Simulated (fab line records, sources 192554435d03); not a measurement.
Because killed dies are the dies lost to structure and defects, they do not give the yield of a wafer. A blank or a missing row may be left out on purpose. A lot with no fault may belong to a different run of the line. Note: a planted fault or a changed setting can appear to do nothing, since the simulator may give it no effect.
Which tool is to blame?	flow n5Finfet	24 lots with 72 wafers sampled at 6 steps, on a route of 1938 steps

## WHAT EACH GAUGE READ, for each wafer
N5_ZERO_LAYER_CD_MEAS_11 targets a cd of 2000 nm. Usual: cdNm at 2000.2 nm, with a standard deviation of 1.6.
lot	measured	on	cdNm (nm)	flag
L074	day 1 12:40	cdSem-03	2001.6 2003.1 2000.6	
L075	day 1 18:46	cdSem-03	1999.1 2000.5 2000.2	
L076	day 2 00:38	cdSem-01	2000.3 2000.1 2001.8	
L077	day 2 06:46	cdSem-03	1998.4 1998.4 1998.2	
L078	day 2 12:46	cdSem-01	2001.6 2000.6 2001.6	
L079	day 2 18:46	cdSem-02	1998.2 1999.7 2000.4	
L080	day 3 00:46	cdSem-02	1999.9 2001.7 2001.9	
L081	day 3 06:40	cdSem-01	1999.9 1999.6 1998.6	
L082	day 3 12:38	cdSem-01	2003.3 2003.2 2002.9	
L083	day 3 18:41	cdSem-03	2000.3 1999.9 2000.8	
L084	day 4 00:38	cdSem-03	2002.2 1999.1 2002.5	
L085	day 4 06:38	cdSem-01	2002.6 2001.3 2002.7	
L086	day 4 12:38	cdSem-03	2000.1 2001.1 2001.0	
L087	day 4 18:46	cdSem-02	2000.3 2000.0 2002.8	
L088	day 5 00:47	cdSem-01	2002.0 2000.2 2001.8	
L089	day 5 06:38	cdSem-03	1999.9 1999.4 1998.2	
L090	day 5 12:46	cdSem-02	2002.0 2001.4 2000.6	
L091	day 5 18:46	cdSem-01	1997.7 1997.7 1997.9	
L092	day 6 00:39	cdSem-03	2000.0 2000.1 1999.5	
L093	day 6 06:46	cdSem-01	1999.2 1998.8 2000.3	
L094	day 6 12:46	cdSem-03	1999.4 1999.4 1999.6	
L095	day 6 18:46	cdSem-02	1999.3 2001.4 1998.7	
L096	day 7 00:40	cdSem-03	2001.3 2001.4 2001.5	
L097	day 7 06:47	cdSem-02	1998.8 1999.8 1999.8	

N5_PMOS_HMC_CHANNEL_EPI_CD_MEAS_09 targets a cd of 237.4 nm. Usual: cdNm at 237.4 nm, with a standard deviation of 0.81.
lot	measured	on	cdNm (nm)	flag
L074	day 1 18:13	cdSem-02	237.7 237.9 237.3	
L075	day 1 23:29	cdSem-03	237.5 236.5 237.3	
L076	day 2 04:58	cdSem-01	237.5 238.2 237.5	
L077	day 2 11:59	cdSem-02	236.3 236.5 236.3	
L078	day 2 18:01	cdSem-01	236.8 237.0 237.1	
L079	day 2 23:10	cdSem-02	237.4 237.0 238.4	
L080	day 3 05:02	cdSem-02	237.2 237.5 236.6	
L081	day 3 11:30	cdSem-02	237.8 236.9 237.6	
L082	day 3 17:25	cdSem-01	237.7 237.8 239.3	
L083	day 3 23:32	cdSem-01	236.7 236.6 236.9	
L084	day 4 05:19	cdSem-01	236.8 236.3 237.2	
L085	day 4 11:04	cdSem-02	239.2 238.0 238.0	
L086	day 4 17:07	cdSem-03	238.8 238.0 238.3	
L087	day 5 00:05	cdSem-03	235.9 236.8 236.7	
L088	day 5 04:54	cdSem-03	237.3 237.0 236.2	
L089	day 5 11:00	cdSem-01	237.2 237.3 237.7	
L090	day 5 17:32	cdSem-03	237.6 237.4 236.6	
L091	day 5 23:26	cdSem-02	237.2 236.3 237.1	
L092	day 6 05:31	cdSem-02	237.1 237.6 238.1	
L093	day 6 11:27	cdSem-02	238.0 237.1 237.6	
L094	day 6 17:59	cdSem-02	237.5 237.5 235.8	
L095	day 6 23:45	cdSem-03	237.7 236.3 238.1	
L096	day 7 05:06	cdSem-03	238.5 238.6 239.2	
L097	day 7 11:03	cdSem-02	238.3 236.2 237.5	

N5_FIN_SAQP_CD_MEAS_27 targets a cd of 20 nm. Usual: cdNm at 20.30 nm, with a standard deviation of 0.24.
lot	measured	on	cdNm (nm)	flag
L074	day 2 01:20	cdSem-02	20.46 20.54 20.23	
L075	day 2 06:25	cdSem-02	20.22 19.92 20.29	
L076	day 2 12:05	cdSem-01	20.62 20.28 20.68	
L077	day 2 18:41	cdSem-03	20.24 20.34 20.31	
L078	day 3 00:16	cdSem-02	20.16 20.11 20.02	
L079	day 3 05:33	cdSem-03	20.22 19.73 20.51	
L080	day 3 12:24	cdSem-01	20.44 20.47 20.21	
L081	day 3 20:03	cdSem-02	20.73 20.39 20.20	
L082	day 3 23:44	cdSem-03	20.44 20.53 20.41	
L083	day 4 06:56	cdSem-01	20.37 20.28 20.16	
L084	day 4 11:56	cdSem-03	20.26 20.27 20.00	
L085	day 4 18:23	cdSem-01	20.31 20.58 20.53	
L086	day 5 01:36	cdSem-03	20.50 20.47 20.37	
L087	day 5 06:49	cdSem-01	20.41 20.02 20.55	
L088	day 5 11:35	cdSem-01	20.26 20.62 20.39	
L089	day 5 17:47	cdSem-01	20.28 19.94 20.08	
L090	day 6 00:15	cdSem-02	20.09 20.21 20.01	
L091	day 6 07:03	cdSem-01	20.42 20.63 20.15	
L092	day 6 12:56	cdSem-03	20.14 20.05 20.05	
L093	day 6 19:16	cdSem-01	19.89 20.38 20.31	
L094	day 7 01:20	cdSem-03	20.39 20.43 20.36	
L095	day 7 06:26	cdSem-01	20.51 19.72 19.93	
L096	day 7 12:20	cdSem-02	20.49 20.45 20.51	
L097	day 7 17:55	cdSem-02	20.24 20.10 20.16	

## WHAT TOOL EACH LOT RAN ON (gives the tool, then ch and the chambers of the sampled wafers, and finally the start)
lot	N5_FIN_SAQP_PECVD_47	N5_FIN_SAQP_PECVD_06	N5_FIN_SAQP_DESCUM_21
L074	pecvd-02 ch 1,2, day 1 21:52	pecvd-02 ch 1,2, day 1 21:57	rieDiel-02 ch 0,1,3, day 1 22:55
L075	pecvd-04 ch 0,1, day 2 03:05	pecvd-04 ch 0,1, day 2 03:10	rieDiel-06 ch 0,2,3, day 2 04:08
L076	pecvd-02 ch 1,2, day 2 08:35	pecvd-02 ch 1,2, day 2 08:40	rieDiel-06 ch 0,1,2, day 2 09:56
L077	pecvd-04 ch 0,2, day 2 15:45	pecvd-04 ch 0,2, day 2 15:50	rieDiel-06 ch 2,3, day 2 16:35
L078	pecvd-04 ch 0,1, day 2 21:31	pecvd-04 ch 0,1, day 2 21:35	rieDiel-06 ch 0,1,2, day 2 22:16
L079	pecvd-02 ch 1,2, day 3 02:44	pecvd-02 ch 1,2, day 3 02:51	rieDiel-01 ch 0,1,2, day 3 03:33
L080	pecvd-04 ch 0,1, day 3 08:32	pecvd-04 ch 0,1, day 3 08:37	rieDiel-02 ch 0,2,3, day 3 10:01
L081	pecvd-03 ch 0,1,2, day 3 16:41	pecvd-03 ch 0,1,2, day 3 16:46	rieDiel-02 ch 0,1,3, day 3 17:19
L082	pecvd-04 ch 0,2, day 3 20:56	pecvd-04 ch 0,2, day 3 21:01	rieDiel-06 ch 0,2, day 3 21:41
L083	pecvd-04 ch 0,1, day 4 03:41	pecvd-04 ch 0,1, day 4 03:46	rieDiel-02 ch 1,2,3, day 4 04:26
L084	pecvd-04 ch 0,1,2, day 4 09:04	pecvd-04 ch 0,1,2, day 4 09:09	rieDiel-02 ch 0,2,3, day 4 09:42
L085	pecvd-04 ch 0,1,2, day 4 14:59	pecvd-04 ch 0,1,2, day 4 15:04	rieDiel-06 ch 1,3, day 4 15:46
L086	pecvd-03 ch 1,2, day 4 21:29	pecvd-03 ch 1,2, day 4 21:36	rieDiel-01 ch 1,2, day 4 22:18
L087	pecvd-03 ch 0,1,2, day 5 04:06	pecvd-03 ch 0,1,2, day 5 04:11	rieDiel-06 ch 2,3, day 5 04:44
L088	pecvd-03 ch 1,2, day 5 08:37	pecvd-03 ch 1,2, day 5 08:42	rieDiel-01 ch 0,2,3, day 5 09:31
L089	pecvd-02 ch 0,2, day 5 14:45	pecvd-02 ch 0,2, day 5 14:50	rieDiel-02 ch 0,1,3, day 5 15:45
L090	pecvd-03 ch 0,1,2, day 5 21:07	pecvd-03 ch 0,1,2, day 5 21:11	rieDiel-06 ch 0,2,3, day 5 22:14
L091	pecvd-04 ch 0,1,2, day 6 03:50	pecvd-04 ch 0,1,2, day 6 03:55	rieDiel-01 ch 0,2, day 6 04:35
L092	pecvd-03 ch 0,1,2, day 6 09:13	pecvd-03 ch 0,1,2, day 6 09:19	rieDiel-01 ch 0,1, day 6 10:07
L093	pecvd-03 ch 1,2, day 6 15:50	pecvd-03 ch 1,2, day 6 15:56	rieDiel-06 ch 1,2,3, day 6 16:28
L094	pecvd-04 ch 0,1,2, day 6 22:34	pecvd-04 ch 0,1,2, day 6 22:39	rieDiel-01 ch 0,1,2, day 6 23:20
L095	pecvd-02 ch 0,1,2, day 7 03:37	pecvd-02 ch 0,1,2, day 7 03:41	rieDiel-02 ch 0,1,2, day 7 04:23
L096	pecvd-04 ch 0,1,2, day 7 08:53	pecvd-04 ch 0,1,2, day 7 08:58	rieDiel-02 ch 1,2,3, day 7 10:14
L097	pecvd-03 ch 1,2, day 7 14:35	pecvd-03 ch 1,2, day 7 14:40	rieDiel-06 ch 0,3, day 7 15:14
- N5_FIN_SAQP_PECVD_47: deposits a-Si from SiH4/He, target thk 45 nm, time 36.3 s.
- N5_FIN_SAQP_PECVD_06: deposits a-Si from SiH4/He, target thk 60 nm, time 48.1 s.
- N5_FIN_SAQP_DESCUM_21: chemistry O2, time 7.9 s.

## WHAT THE TOOLS THEMSELVES READ (means of the sampled wafers that have a number; where no wafer has one, the mark that the record gives instead)
N5_FIN_SAQP_PECVD_47. Usual: heaterPowerW 857 W, standard deviation 94; rfFwdPowerW 99.1 W, standard deviation 0.4; showerheadPlenumPTorr 5.65 Torr, standard deviation 0.041; throttleValvePct 17.9 %, standard deviation 1.1.
lot	tool	heaterPowerW (W)	rfFwdPowerW (W)	showerheadPlenumPTorr (Torr)	throttleValvePct (%)	flag
L074	pecvd-02	774	98.9	5.65	18.9	
L075	pecvd-04	814	98.8	5.63	17.3	
L076	pecvd-02	721	98.7	5.69	19.1	
L077	pecvd-04	803	98.8	5.63	17.3	
L078	pecvd-04	807	99.0	5.63	17.3	
L079	pecvd-02	748	99.0	5.65	18.8	
L080	pecvd-04	860	99.1	5.63	17.2	
L081	pecvd-03	908	98.9	5.67	18.5	
L082	pecvd-04	816	98.6	5.62	17.1	
L083	pecvd-04	859	99.1	5.63	17.1	
L084	pecvd-04	876	98.5	5.63	17.1	
L085	pecvd-04	868	98.9	5.63	17.2	
L086	pecvd-03	859	99.5	5.66	19.0	
L087	pecvd-03	890	99.1	5.66	18.5	
L088	pecvd-03	844	99.3	5.64	17.9	
L089	pecvd-02	801	99.2	5.60	18.6	
L090	pecvd-03	886	99.0	5.66	18.6	
L091	pecvd-04	881	99.0	5.64	17.1	
L092	pecvd-03	876	99.2	5.66	18.6	
L093	pecvd-03	854	99.0	5.63	17.9	
L094	pecvd-04	821	99.1	5.63	17.1	
L095	pecvd-02	798	99.2	5.63	18.6	
L096	pecvd-04	865	99.1	5.63	17.2	
L097	pecvd-03	870	99.3	5.66	18.9	

N5_FIN_SAQP_PECVD_06. Usual: heaterPowerW 843 W, standard deviation 99; rfFwdPowerW 99.3 W, standard deviation 0.33; showerheadPlenumPTorr 5.65 Torr, standard deviation 0.042; throttleValvePct 17.9 %, standard deviation 1.1.
lot	tool	heaterPowerW (W)	rfFwdPowerW (W)	showerheadPlenumPTorr (Torr)	throttleValvePct (%)	flag
L074	pecvd-02	705	98.8	5.65	18.9	
L075	pecvd-04	776	99.1	5.62	17.2	
L076	pecvd-02	765	99.3	5.69	19.1	
L077	pecvd-04	811	98.8	5.64	17.1	
L078	pecvd-04	752	99.2	5.63	17.3	
L079	pecvd-02	788	99.4	5.66	18.9	
L080	pecvd-04	864	99.3	5.63	17.2	
L081	pecvd-03	814	99.2	5.67	18.5	
L082	pecvd-04	749	99.0	5.64	17.2	
L083	pecvd-04	900	99.5	5.64	17.1	
L084	pecvd-04	884	99.3	5.64	17.2	
L085	pecvd-04	889	99.1	5.63	17.1	
L086	pecvd-03	791	99.6	5.67	18.7	
L087	pecvd-03	873	99.5	5.67	18.6	
L088	pecvd-03	863	99.6	5.64	17.9	
L089	pecvd-02	743	99.4	5.60	18.7	
L090	pecvd-03	869	99.3	5.66	18.5	
L091	pecvd-04	873	99.1	5.63	17.1	
L092	pecvd-03	797	99.3	5.67	18.5	
L093	pecvd-03	854	99.0	5.63	18.1	
L094	pecvd-04	911	99.3	5.63	17.1	
L095	pecvd-02	833	99.4	5.64	18.8	
L096	pecvd-04	878	99.3	5.63	17.1	
L097	pecvd-03	765	99.4	5.66	19.0	

N5_FIN_SAQP_DESCUM_21. Usual: drypumpMotorCurrentA 5.7 A, standard deviation 0.48; oesProductAu 0.77 a.u., standard deviation 0.071; rfFwdPowerW 49.45 W, standard deviation 0.22; rfVppV 243.5 V, standard deviation 1.5; showerheadPlenumPTorr 2.11 Torr, standard deviation 0.081; throttleValvePct 20.45 %, standard deviation 0.21.
lot	tool	drypumpMotorCurrentA (A)	oesProductAu (a.u.)	rfFwdPowerW (W)	rfVppV (V)	showerheadPlenumPTorr (Torr)	throttleValvePct (%)	flag
L074	rieDiel-02	6.0	0.75	49.60	243.1	2.06	20.30	
L075	rieDiel-06	5.8	0.77	49.43	243.4	2.12	20.62	
L076	rieDiel-06	5.4	0.72	49.47	242.8	2.10	20.59	
L077	rieDiel-06	5.8	0.80	49.46	244.6	2.16	20.69	
L078	rieDiel-06	5.4	0.72	49.32	242.8	2.10	20.59	
L079	rieDiel-01	5.4	0.82	49.53	244.9	2.13	20.43	
L080	rieDiel-02	5.8	0.78	49.46	242.3	2.08	20.25	
L081	rieDiel-02	6.0	0.74	49.68	243.0	2.06	20.32	
L082	rieDiel-06	5.5	0.74	49.60	244.4	2.15	20.69	
L083	rieDiel-02	6.2	0.79	49.48	244.4	2.14	20.29	
L084	rieDiel-02	5.8	0.77	49.58	242.3	2.07	20.27	
L085	rieDiel-06	5.9	0.76	49.27	244.0	2.08	20.55	
L086	rieDiel-01	5.4	0.85	49.43	244.2	2.20	20.31	
L087	rieDiel-06	5.7	0.77	49.45	244.4	2.15	20.71	
L088	rieDiel-01	5.6	0.75	49.56	244.1	2.12	20.55	
L089	rieDiel-02	6.0	0.72	49.53	242.6	2.05	20.34	
L090	rieDiel-06	5.8	0.84	49.40	244.0	2.11	20.53	
L091	rieDiel-01	5.5	0.75	49.49	243.5	2.05	20.62	
L092	rieDiel-01	5.6	0.84	49.25	244.8	2.14	20.26	
L093	rieDiel-06	5.6	0.83	49.45	244.0	2.11	20.52	
L094	rieDiel-01	5.4	0.78	49.43	243.0	2.12	20.48	
L095	rieDiel-02	6.0	0.73	49.45	243.4	2.11	20.40	
L096	rieDiel-02	6.2	0.75	49.50	244.1	2.13	20.34	
L097	rieDiel-06	6.2	0.83	49.38	243.0	2.08	20.50	

## THE ANSWER, worked out from the rows above alone
Rule: a lot counts as off when the mean over its wafers that have a number is more than 3 standard deviations away from the usual mean. A lot without any number at a reading at which 4 lots or more have one is off too. Where the step has rows for the other lots, those lots are counted as sound. Order of review: gauges by route order, followed by the tools' own readings, for which a lot's mean as printed above is used. The first step at which some lot is off is used, and at that step the reading that is off furthest; a lot without a number counts as furthest.
Nothing can be told from this: no lot is off at any reading shown.

## WHAT WAS PUT IN BY THE SIMULATOR
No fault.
